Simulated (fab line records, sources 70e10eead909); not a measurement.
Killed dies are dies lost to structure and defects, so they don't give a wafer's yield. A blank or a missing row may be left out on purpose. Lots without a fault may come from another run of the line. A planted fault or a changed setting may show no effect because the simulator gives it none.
Which tool did it? | flow nand_harc | 12 lots, 36 wafers sampled, at 1 step of a route of 1302

WHAT THE GAUGES READ, wafer by wafer
NHARC_A_CONTACT_CD_MEAS_42: target cd 300 nm.
lot  | measured     | on        | cd_nm (nm)
L075 | day 21 19:20 | cd_sem-01 | 299.9 299.2 299.8
L076 | day 22 14:12 | cd_sem-03 | 299.9 299.1 299.4
L080 | day 23 21:47 | cd_sem-01 | 300.1 300.4 299.4
L079 | day 24 05:56 | cd_sem-03 | 299.5 299.9 299.6
L083 | day 25 12:36 | cd_sem-03 | 299.8 298.7 301.2
L086 | day 26 03:18 | cd_sem-03 | 299.2 298.9 299.6
L088 | day 27 08:09 | cd_sem-02 | 300.2 300.6 299.8
L089 | day 27 19:10 | cd_sem-01 | 300.3 299.8 300.3
L091 | day 28 06:08 | cd_sem-02 | 299.7 299.3 300.7
L093 | day 29 19:17 | cd_sem-02 | 300.7 299.5 299.8
L094 | day 30 05:04 | cd_sem-02 | 299.7 300.2 299.8
L097 | day 30 23:59 | cd_sem-02 | 300.5 300.5 300.4

WHICH TOOL RAN EACH LOT (tool, then ch and the chambers of the sampled wafers, then the start)
The record holds no process step before these readings.

THE ANSWER, worked out from the rows above alone
Rule: what is usual is taken from the lots themselves. Put in order of their means at a reading, lots are off if they are a third of the lots or fewer, leave a main group of 4 or more, and stand apart from it by a gap of 3 or more times the standard deviation of the main group's means; of several such gaps the widest counts. A main group whose means are all the same, to the digits that the tables above print for the reading, isn't used. A lot without any number at a reading at which 4 lots or more have one is off too. The other lots that the step has rows for count as sound.
No lot is off at any reading shown: from this, nothing can be told.

WHAT THE SIMULATOR HAD PUT IN
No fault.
